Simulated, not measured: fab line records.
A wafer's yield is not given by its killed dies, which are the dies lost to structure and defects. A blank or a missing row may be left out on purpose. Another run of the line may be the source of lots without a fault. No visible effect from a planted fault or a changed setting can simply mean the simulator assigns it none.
Split-lot experiment / flow n5_finfet / 7 lots, 21 wafers read, on a route of 1938 steps

== THE SPLIT ITSELF ==
At N5_BEOL_M6_ALD_77 (deposits TaN, target thk 2 nm, pulse time 2 s, purge time 3 s), the setting ald_cycles was moved away from the recipe's 40 on 8 of the 21 wafers read, by -12.5% to +15.0%. This setting was run at the recipe's value on the other wafers.

The split's own step is where the reading is taken.

== THE READING ==
TaN_of_BEOL_M6_ALD_77.thk_nm (the simulator's own value, which no gauge read), in nm, at N5_BEOL_M6_ALD_77 (deposits TaN, target thk 2 nm, pulse time 2 s, purge time 3 s). There is no usual value for it anywhere in the file.

wafer=L074.1; tool, chamber at the split=ald_metal-01, 3,2,0; ald_cycles as run=40; against the recipe=recipe; TaN_of_BEOL_M6_ALD_77.thk_nm, nm=2; against lot-mates on the recipe=-
wafer=L074.4; tool, chamber at the split=ald_metal-01, 3,2,0; ald_cycles as run=40; against the recipe=recipe; TaN_of_BEOL_M6_ALD_77.thk_nm, nm=2; against lot-mates on the recipe=-
wafer=L074.5; tool, chamber at the split=ald_metal-01, 3,2,0; ald_cycles as run=40; against the recipe=recipe; TaN_of_BEOL_M6_ALD_77.thk_nm, nm=2; against lot-mates on the recipe=-
wafer=L076.3; tool, chamber at the split=ald_metal-01, 1; ald_cycles as run=35; against the recipe=-12.5%; TaN_of_BEOL_M6_ALD_77.thk_nm, nm=1.8; against lot-mates on the recipe=-0.2
wafer=L076.4; tool, chamber at the split=ald_metal-01, 2,0; ald_cycles as run=40; against the recipe=recipe; TaN_of_BEOL_M6_ALD_77.thk_nm, nm=2; against lot-mates on the recipe=-
wafer=L076.6; tool, chamber at the split=ald_metal-01, 2,0; ald_cycles as run=40; against the recipe=recipe; TaN_of_BEOL_M6_ALD_77.thk_nm, nm=2; against lot-mates on the recipe=-
wafer=L075.3; tool, chamber at the split=ald_metal-02, 2; ald_cycles as run=45; against the recipe=+12.5%; TaN_of_BEOL_M6_ALD_77.thk_nm, nm=2.2; against lot-mates on the recipe=+0.2
wafer=L075.4; tool, chamber at the split=ald_metal-02, 2; ald_cycles as run=45; against the recipe=+12.5%; TaN_of_BEOL_M6_ALD_77.thk_nm, nm=2.2; against lot-mates on the recipe=+0.2
wafer=L075.5; tool, chamber at the split=ald_metal-02, 0; ald_cycles as run=40; against the recipe=recipe; TaN_of_BEOL_M6_ALD_77.thk_nm, nm=2; against lot-mates on the recipe=-
wafer=L078.2; tool, chamber at the split=ald_metal-02, 3,0; ald_cycles as run=40; against the recipe=recipe; TaN_of_BEOL_M6_ALD_77.thk_nm, nm=2; against lot-mates on the recipe=-
wafer=L078.6; tool, chamber at the split=ald_metal-02, 3,0; ald_cycles as run=40; against the recipe=recipe; TaN_of_BEOL_M6_ALD_77.thk_nm, nm=2; against lot-mates on the recipe=-
wafer=L078.5; tool, chamber at the split=ald_metal-02, 1; ald_cycles as run=43; against the recipe=+7.5%; TaN_of_BEOL_M6_ALD_77.thk_nm, nm=2.2; against lot-mates on the recipe=+0.2
wafer=L089.1; tool, chamber at the split=ald_metal-04, 2; ald_cycles as run=40; against the recipe=recipe; TaN_of_BEOL_M6_ALD_77.thk_nm, nm=2; against lot-mates on the recipe=-
wafer=L089.3; tool, chamber at the split=ald_metal-04, 1,0; ald_cycles as run=37; against the recipe=-7.5%; TaN_of_BEOL_M6_ALD_77.thk_nm, nm=1.8; against lot-mates on the recipe=-0.2
wafer=L089.4; tool, chamber at the split=ald_metal-04, 1,0; ald_cycles as run=37; against the recipe=-7.5%; TaN_of_BEOL_M6_ALD_77.thk_nm, nm=1.8; against lot-mates on the recipe=-0.2
wafer=L091.2; tool, chamber at the split=ald_metal-02, 2,0,1; ald_cycles as run=40; against the recipe=recipe; TaN_of_BEOL_M6_ALD_77.thk_nm, nm=2; against lot-mates on the recipe=-
wafer=L091.3; tool, chamber at the split=ald_metal-02, 2,0,1; ald_cycles as run=40; against the recipe=recipe; TaN_of_BEOL_M6_ALD_77.thk_nm, nm=2; against lot-mates on the recipe=-
wafer=L091.4; tool, chamber at the split=ald_metal-02, 2,0,1; ald_cycles as run=40; against the recipe=recipe; TaN_of_BEOL_M6_ALD_77.thk_nm, nm=2; against lot-mates on the recipe=-
wafer=L092.1; tool, chamber at the split=ald_metal-01, 2,1; ald_cycles as run=46; against the recipe=+15.0%; TaN_of_BEOL_M6_ALD_77.thk_nm, nm=2.4; against lot-mates on the recipe=+0.4
wafer=L092.2; tool, chamber at the split=ald_metal-01, 2,1; ald_cycles as run=46; against the recipe=+15.0%; TaN_of_BEOL_M6_ALD_77.thk_nm, nm=2.4; against lot-mates on the recipe=+0.4
wafer=L092.4; tool, chamber at the split=ald_metal-01, 0; ald_cycles as run=40; against the recipe=recipe; TaN_of_BEOL_M6_ALD_77.thk_nm, nm=2; against lot-mates on the recipe=-
If several chambers appear in one row, that row covers several wafers at once and the file leaves open which wafer was in which chamber.

FIT RESULTS
A straight line over all 21 wafers: TaN_of_BEOL_M6_ALD_77.thk_nm changes by +0.022 nm for each +1% of ald_cycles; r = +0.97; the points scatter about the line by 0.04 nm.
The same after taking each lot's own level away (the mean of its wafers on the recipe; 21 wafers): +0.022 nm for each +1%; r = +0.97; scatter 0.04 nm.
That fit puts the effect of the largest move of ald_cycles on the reading at 0.33 nm.
The lots' own levels span 2.00 to 2.00 nm.
Hence the lot-to-lot level has little effect on the slope; both slopes agree.
Check: with one of the wafers moved furthest among these (+15.0%) left out of the fit, the line predicts +0.312 nm for it against its lot-mates. Against them it came out at +0.4 nm.

== OTHER SPLITS ON THESE WAFERS ==
Before the reading, these wafers also passed through other splits. Each is held against what the fit with the lots' levels taken away leaves over:
other split on the same wafers=N5_BEOL_M6_DESCUM_33 time_s; wafers away from the commonest value=9; r with TaN_of_BEOL_M6_ALD_77.thk_nm (lot level and that fit taken away)=+0.25
other split on the same wafers=N5_BEOL_M6_ETCH_66 bias_w; wafers away from the commonest value=4; r with TaN_of_BEOL_M6_ALD_77.thk_nm (lot level and that fit taken away)=+0.17

== FILE'S OWN FIT ==
TaN_of_BEOL_M6_ALD_77.thk_nm changes by +0.0215 nm for each +1% of ald_cycles, r = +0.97.
